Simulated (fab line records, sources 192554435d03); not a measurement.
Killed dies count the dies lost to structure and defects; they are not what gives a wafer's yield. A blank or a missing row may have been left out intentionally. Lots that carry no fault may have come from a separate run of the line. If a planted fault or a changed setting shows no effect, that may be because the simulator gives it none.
fab line records | flow n5_finfet
[record] lots = 7 wafers = 21
route steps=1938 shown ZERO_LAYER@4 PMOS_HMC_CHANNEL_EPI@63 FIN_SAQP@96
start_h: the number of hours between the record's first day and the start of the first shown wafer of the lot | wait_h: hours from the lot's prior step to this one | " the same as in the row above | L1.1+2: one row covering several wafers at once | - value missing, or start not given | * or withheld: withheld | < > ~ a bound
route shown NAME@n: NAME is a module with steps in the file, n the number in the route of the first one | usual: mean and standard deviation over wafers with no fault | same: alike in all rows | chamber/n: place in a boat | sites: per-site readings | _std_site: how widely they spread, as a standard deviation | _edge_site: inner sites' mean taken away from outer sites' mean | radius_mm: for every site, how far away it sits from the centre of the wafer | mask NAME#n: copy n | behind: the last tool/chamber to shape the wafer | hold: why the lot went on hold/how many hours it stayed there/how the hold came to an end | device: whichever transistor did not switch (one of n, p or np) | end of line: the route-end tests of the same wafers | for a step that has no rows: nothing shown but its recipe | killed: the dies lost at the first sort to structure and to defects; this is not the yield of the wafer | map: dies across one wafer; x = killed, . = not, _ = none there
set.NAME: the setting that was run; set.NAME@STEP: the one run at that earlier step | model.NAME: the simulator's own value behind a step, which no gauge read
one table per step and one row per wafer, for lots whose settings were changed on purpose
[[steps]]
[step N5_ZERO_LAYER_PECVD_02]
[recipe] material = SiO2 target_thk_a = 100 temp_c = 400 precursor = SiH4/N2O pressure_torr = 0.75 rf_w = 275 time_s = 6
// columns lot.wafer tool chamber start_h wait_h set.time_s model.SiO2_of_ZERO_LAYER_PECVD_02.thk_nm
L077.3 pecvd-03 0 30.28 0.0 6 10.17
L077.5 " 0 " " 6 10.19
L077.6 " 1 " " 6 10.1
L078.1 pecvd-03 1 36.28 0.0 6 9.897
L078.2 " 0 " " 5.339 8.972
L078.3 " 0 " " 5.339 9.18
L083.4 pecvd-04 1 66.31 0.1 6 9.917
L083.5 " 2 " " 6 10.03
L083.6 " 1 " " 6 9.758
L086.1 pecvd-03 0 84.29 0.0 6 9.903
L086.4 " 1 " " 6 10.26
L086.5 " 0 " " 6 10.11
L087.1 pecvd-04 0 90.28 0.0 6 9.82
L087.4+6 " 2,0 " " 6 10.16
L088.2 pecvd-04 2 96.28 0.0 5.231 8.667
L088.3 " 0 " " 6 9.743
L088.5 " 0 " " 5.231 8.775
L092.2 pecvd-03 1 120.28 0.0 6 9.752
L092.3 " 0 " " 5.432 8.989
L092.5 " 1 " " 5.432 8.884
[step N5_ZERO_LAYER_COAT_05]
[recipe] spin_rpm = 1500 resist_thk_nm = 1000
// columns lot.wafer tool chamber start_h wait_h set.spin_rpm model.coat_of_ZERO_LAYER_COAT_05.thk_nm
L077.3 litho_track-05 0 - - 1500 996.9
L077.5 " 0 " " 1500 997.3
L077.6 " 0 " " 1500 999
L078.1 litho_track-04 0 - - 1500 1002
L078.2 " 0 " " 1500 1003
L078.3 " 0 " " 1500 998.9
L083.4+5 litho_track-02 0 - - 1637 962.2
L083.6 " 0 " " 1637 961.9
L086.1 litho_track-02 0 - - 1500 1002
L086.4+5 " 0 " " 1500 1001
L087.1 litho_track-04 0 - - 1500 1000
L087.4+6 " 0 " " 1387 1042
L088.2 litho_track-04 0 - - 1599 969.5
L088.3 " 0 " " 1500 999.5
L088.5 " 0 " " 1599 969.7
L092.2 litho_track-05 0 - - 1500 1000
L092.3 " 0 " " 1382 1043
L092.5 " 0 " " 1500 999.8
[step N5_ZERO_LAYER_EBR_07]
[recipe] solvent = PGMEA ebr_width_mm = 1.5
[step N5_ZERO_LAYER_SOFTBAKE_06]
[recipe] temp_c = 100 time_s = 90
[step N5_ZERO_LAYER_DESCUM_16]
[recipe] chemistry = O2 time_s = 7.9 source_power_w = 50 bias_power_w = 20 pressure_mtorr = 20 rf_frequency_hz = 2.712e+07 temp_c = 40 o2_flow_sccm = 225
[step N5_ZERO_LAYER_ETCH_17]
[recipe] chemistry = CF4 target = SiO2 target_depth_a = 120 time_s = 13.3 ion_energy_ev = 350 pressure_mtorr = 40 source_w = 450 bias_w = 215 Ar_flow_sccm = 100 cf4_flow_sccm = 100
[step N5_ZERO_LAYER_ETCH_18]
[recipe] chemistry = HBr/Cl2 target = Si target_depth_a = 1200 time_s = 40 pressure_mtorr = 10 icp_w = 800 bias_w = 75 HBr_flow_sccm = 150 Cl2_flow_sccm = 80
// columns lot.wafer tool chamber start_h wait_h set.spin_rpm@ZERO_LAYER_COAT_05 model.coat_of_ZERO_LAYER_COAT_05.thk_nm
L077.3 rie_si-03 0 30.91 0.0 1500 927.3
L077.5 " 2 " " 1500 927.1
L077.6 " 3 " " 1500 928.7
L078.1 rie_si-03 3 36.91 0.0 1500 932.3
L078.2 " 0 " " 1500 933.6
L078.3 " 1 " " 1500 929
L083.4 rie_si-01 0 66.94 0.0 1637 892
L083.5 " 2 " " 1637 892.1
L083.6 " 1 " " 1637 892.5
L086.1 rie_si-01 3 85.12 0.0 1500 931.7
L086.4 " 2 " " 1500 931.5
L086.5 " 3 " " 1500 930.8
L087.1 rie_si-01 0 90.79 0.0 1500 930
L087.4 " 0 " " 1387 971.9
L087.6 " 3 " " 1387 972.3
L088.2 rie_si-03 2 97.00 0.0 1599 899.4
L088.3 " 3 " " 1500 928.9
L088.5 " 0 " " 1599 899.8
L092.2 rie_si-01 0 120.96 0.0 1500 929.7
L092.3 " 2 " " 1382 973.5
L092.5 " 3 " " 1500 930.4
[step N5_ZERO_LAYER_STRIP_24]
[recipe] chemistry = O2 power_w = 1000 temp_c = 250 overash_fraction = 0.3 pressure_mtorr = 1000 o2_flow_sccm = 6750
[usual] strip_time_to_endpoint_s = 43.86/0.072
// columns lot.wafer tool chamber start_h wait_h set.spin_rpm@ZERO_LAYER_COAT_05 strip_time_to_endpoint_s
L077.3 plasma_asher-01 1 31.04 0.1 1500 43.76
L077.5 " 1 " " 1500 43.76
L077.6 " 0 " " 1500 43.80
L078.1 plasma_asher-02 0 37.02 0.1 1500 43.90
L078.2 " 1 " " 1500 43.93
L078.3 " 1 " " 1500 43.82
L083.4 plasma_asher-01 1 67.06 0.1 1637 42.72
L083.5 " 1 " " 1637 42.71
L083.6 " 0 " " 1637 42.71
L086.1 plasma_asher-02 1 85.23 0.1 1500 43.88
L086.4 " 1 " " 1500 43.89
L086.5 " 0 " " 1500 43.86
L087.1 plasma_asher-01 0 90.90 0.1 1500 43.83
L087.4 " 0 " " 1387 45.10
L087.6 " 1 " " 1387 45.10
L088.2 plasma_asher-02 0 97.10 0.1 1599 42.92
L088.3 " 1 " " 1500 43.80
L088.5 " 1 " " 1599 42.93
L092.2 plasma_asher-02 0 121.10 0.1 1500 43.82
L092.3 " 0 " " 1382 45.13
L092.5 " 1 " " 1500 43.86
[step N5_PMOS_HMC_CHANNEL_EPI_PEB_07]
[recipe] peb_temp_c = 110 peb_time_s = 60 resist = CAR-ArF-block
// columns lot.wafer tool chamber start_h wait_h set.peb_temp_c
L077.3+5+6 litho_track-03 0 35.32 0.0 110
L078.1 litho_track-04 0 41.31 0.1 110
L078.2+3 " 0 " " 112.4
L083.4+5+6 litho_track-05 0 71.24 0.0 110
L086.1+4+5 litho_track-04 0 89.87 0.1 110
L087.1+6 litho_track-04 0 94.93 0.1 110
L087.4 " 0 " " 112
L088.2+3 litho_track-03 0 101.51 0.0 110
L088.5 " 0 " " 113.5
L092.2 litho_track-05 0 125.69 0.0 111.9
L092.3+5 " 0 " " 110
[step N5_PMOS_HMC_CHANNEL_EPI_DEVELOP_08]
[recipe] develop_time_s = 30 developer = TMAH resist = CAR-ArF-block dev_temp_c = 23 rinse_liquid = diw dry = air_spin
// columns lot.wafer tool chamber start_h wait_h set.develop_time_s
L077.3+6 litho_track-03 0 - - 27.81
L077.5 " 0 " " 30
L078.1+2 litho_track-04 0 - - 30
L078.3 " 0 " " 34.74
L083.4+5+6 litho_track-05 0 - - 30
L086.1+4+5 litho_track-04 0 - - 30
L087.1+4 litho_track-04 0 - - 30
L087.6 " 0 " " 26.16
L088.2+3+5 litho_track-03 0 - - 30
L092.2+3 litho_track-05 0 - - 30
L092.5 " 0 " " 24.47
[step N5_PMOS_HMC_CHANNEL_EPI_CD_MEAS_09]
[recipe] target_cd_nm = 237.4 landing_energy_ev = 500 detector = se_inlens
[usual] cd_nm = 237.7/0.82
// columns lot.wafer tool chamber start_h wait_h set.peb_temp_c@PMOS_HMC_CHANNEL_EPI_PEB_07 cd_nm
L077.3 cd_sem-01 0 35.39 - 110 237.0
L077.5 " 0 " " 110 239.5
L077.6 " 0 " " 110 236.9
L078.1 cd_sem-03 0 41.38 - 110 238.2
L078.2 " 0 " " 112.4 244.9
L078.3 " 0 " " 112.4 247.4
L083.4 cd_sem-01 0 71.31 - 110 237.7
L083.5 " 0 " " 110 237.5
L083.6 " 0 " " 110 237.3
L086.1 cd_sem-02 0 89.93 - 110 236.8
L086.4 " 0 " " 110 237.3
L086.5 " 0 " " 110 237.7
L087.1 cd_sem-01 0 94.99 - 110 237.8
L087.4 " 0 " " 112 242.9
L087.6 " 0 " " 110 237.1
L088.2 cd_sem-01 0 101.58 - 110 238.0
L088.3 " 0 " " 110 237.3
L088.5 " 0 " " 113.5 247.9
L092.2 cd_sem-03 0 125.76 - 111.9 242.9
L092.3 " 0 " " 110 237.0
L092.5 " 0 " " 110 236.4
[step N5_PMOS_HMC_CHANNEL_EPI_DESCUM_14]
[recipe] chemistry = O2 time_s = 7.9 source_power_w = 50 bias_power_w = 20 pressure_mtorr = 20 rf_frequency_hz = 2.712e+07 temp_c = 40 resist = CAR-ArF-block o2_flow_sccm = 225
// columns lot.wafer tool chamber start_h wait_h set.peb_temp_c@PMOS_HMC_CHANNEL_EPI_PEB_07 model.PMOS_HMC_CHANNEL_EPI.cd_nm
L077.3 rie_diel-06 3 35.55 0.1 110 237.1
L077.5 " 2 " " 110 239.7
L077.6 " 3 " " 110 237.5
L078.1 rie_diel-05 1 41.46 0.0 110 238.4
L078.2 " 0 " " 112.4 244.8
L078.3 " 2 " " 112.4 247.2
L083.4 rie_diel-03 3 71.44 0.0 110 237.8
L083.5 " 1 " " 110 237.2
L083.6 " 2 " " 110 237.3
L086.1 rie_diel-03 1 90.02 0.0 110 236.6
L086.4 " 2 " " 110 237.4
L086.5 " 1 " " 110 237.6
L087.1 rie_diel-05 0 95.30 0.3 110 238.1
L087.4 " 1 " " 112 243.2
L087.6 " 1 " " 110 237.2
L088.2 rie_diel-06 2 101.86 0.2 110 237.8
L088.3 " 3 " " 110 237.3
L088.5 " 2 " " 113.5 248.1
L092.2 rie_diel-06 3 126.29 0.5 111.9 242.7
L092.3 " 2 " " 110 237.2
L092.5 " 0 " " 110 236.4
[step N5_PMOS_HMC_CHANNEL_EPI_ETCH_32]
[recipe] chemistry = N2/H2 target = BARC stop_on = SiO2 target_depth_a = 858 over_etch_frac = 0.3 time_s = 50.3 ion_energy_ev = 200 mask_material = CAR-ArF-block pressure_mtorr = 30 source_w = 840 bias_w = 150 n2_flow_sccm = 200 h2_flow_sccm = 200
// columns lot.wafer tool chamber start_h wait_h set.peb_temp_c@PMOS_HMC_CHANNEL_EPI_PEB_07 model.PMOS_HMC_CHANNEL_EPI.cd_nm
L077.3 rie_diel-06 3 35.59 0.0 110 239.5
L077.5 " 2 " " 110 242.2
L077.6 " 3 " " 110 239.7
L078.1 rie_diel-05 1 41.50 0.0 110 240.6
L078.2 " 0 " " 112.4 247.2
L078.3 " 2 " " 112.4 249.4
L083.4 rie_diel-03 3 71.48 0.0 110 240.8
L083.5 " 1 " " 110 240
L083.6 " 2 " " 110 240.2
L086.1 rie_diel-03 1 90.06 0.0 110 238.5
L086.4 " 2 " " 110 239.3
L086.5 " 1 " " 110 239.6
L087.1 rie_diel-05 0 95.34 0.0 110 240.2
L087.4 " 1 " " 112 246.2
L087.6 " 1 " " 110 240.1
L088.2 rie_diel-06 2 101.90 0.0 110 240.1
L088.3 " 3 " " 110 240.2
L088.5 " 2 " " 113.5 250.7
L092.2 rie_diel-06 3 126.32 0.0 111.9 245.7
L092.3 " 2 " " 110 239.7
L092.5 " 0 " " 110 239.2
[step N5_FIN_SAQP_HM_DEP_03]
[recipe] material = SiNx target_thk_a = 380 temp_c = 400 precursor = SiH4/NH3/N2 pressure_torr = 1.5 rf_w = 300 time_s = 33.6
// columns lot.wafer tool chamber start_h wait_h set.time_s model.SiNx_of_FIN_SAQP_HM_DEP_03.thk_nm
L077.3 pecvd-03 1 38.95 0.1 36.64 41.27
L077.5 " 1 " " 33.6 38.48
L077.6 " 2 " " 33.6 38.13
L078.1 pecvd-01 1 44.99 0.2 33.6 37.5
L078.2 " 2 " " 31.24 34.99
L078.3 " 0 " " 33.6 37.91
L083.4 pecvd-03 1 74.92 0.1 33.6 37.15
L083.5 " 2 " " 33.6 37.48
L083.6 " 0 " " 36.2 40.29
L086.1 pecvd-03 2 93.30 0.2 33.6 36.76
L086.4 " 0 " " 33.6 37.13
L086.5 " 1 " " 33.6 37.05
L087.1 pecvd-03 1 100.70 0.2 33.6 37.42
L087.4 " 2 " " 30.25 33.59
L087.6 " 1 " " 33.6 38.18
L088.2 pecvd-01 0 105.14 0.2 30.59 34.57
L088.3 " 2 " " 33.6 38.72
L088.5 " 2 " " 30.59 35.18
L092.2 pecvd-03 2 129.66 0.2 29.5 32.46
L092.3 " 1 " " 29.5 32.62
L092.5 " 2 " " 29.5 32.76
[step N5_FIN_SAQP_THK_MEAS_05]
[usual] thk_nm = 37.8/0.56
// columns lot.wafer tool chamber start_h wait_h set.time_s@FIN_SAQP_HM_DEP_03 thk_nm
L077.3 film_metro-02 - 39.04 0.1 36.64 41.3
L077.5 " - " " 33.6 38.5
L077.6 " - " " 33.6 38.2
L078.1 film_metro-01 - 45.08 0.1 33.6 37.5
L078.2 " - " " 31.24 35.0
L078.3 " - " " 33.6 37.9
L083.4 film_metro-01 - 74.98 0.0 33.6 37.2
L083.5 " - " " 33.6 37.5
L083.6 " - " " 36.2 40.3
L086.1 film_metro-02 - 93.38 0.1 33.6 36.8
L086.4 " - " " 33.6 37.1
L086.5 " - " " 33.6 37.1
L087.1 film_metro-02 - 100.80 0.1 33.6 37.4
L087.4 " - " " 30.25 33.6
L087.6 " - " " 33.6 38.2
L088.2 film_metro-02 - 105.23 0.1 30.59 34.5
L088.3 " - " " 33.6 38.7
L088.5 " - " " 30.59 35.2
L092.2 film_metro-02 - 129.74 0.1 29.5 32.4
L092.3 " - " " 29.5 32.6
L092.5 " - " " 29.5 32.8
[[key]]
[split] step = N5_ZERO_LAYER_PECVD_02 setting = time_s stated = 6 by = wafer
[response] step = N5_ZERO_LAYER_PECVD_02 reading = model.SiO2_of_ZERO_LAYER_PECVD_02.thk_nm change = +0.0796 per = 1% r = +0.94
[split] step = N5_ZERO_LAYER_COAT_05 setting = spin_rpm stated = 1500 by = wafer
[response] step = N5_ZERO_LAYER_COAT_05 reading = model.coat_of_ZERO_LAYER_COAT_05.thk_nm change = -5.23 per = 1% r = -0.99
[response] step = N5_ZERO_LAYER_ETCH_18 reading = model.coat_of_ZERO_LAYER_COAT_05.thk_nm change = -5.26 per = 1% r = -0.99
[response] step = N5_ZERO_LAYER_STRIP_24 reading = strip_time_to_endpoint_s change = * per = 1% r = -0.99
[split] step = N5_PMOS_HMC_CHANNEL_EPI_PEB_07 setting = peb_temp_c stated = 110 by = wafer
[response] step = N5_PMOS_HMC_CHANNEL_EPI_CD_MEAS_09 reading = cd_nm change = +3.33 per = 1% r = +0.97
[response] step = N5_PMOS_HMC_CHANNEL_EPI_DESCUM_14 reading = model.PMOS_HMC_CHANNEL_EPI.cd_nm change = +3.32 per = 1% r = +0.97
[response] step = N5_PMOS_HMC_CHANNEL_EPI_ETCH_32 reading = model.PMOS_HMC_CHANNEL_EPI.cd_nm change = +3.4 per = 1% r = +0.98
[split] step = N5_PMOS_HMC_CHANNEL_EPI_DEVELOP_08 setting = develop_time_s stated = 30 by = wafer
response none clear
[split] step = N5_FIN_SAQP_HM_DEP_03 setting = time_s stated = 33.6 by = wafer
[response] step = N5_FIN_SAQP_HM_DEP_03 reading = model.SiNx_of_FIN_SAQP_HM_DEP_03.thk_nm change = +0.392 per = 1% r = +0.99
[response] step = N5_FIN_SAQP_THK_MEAS_05 reading = thk_nm change = * per = 1% r = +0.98
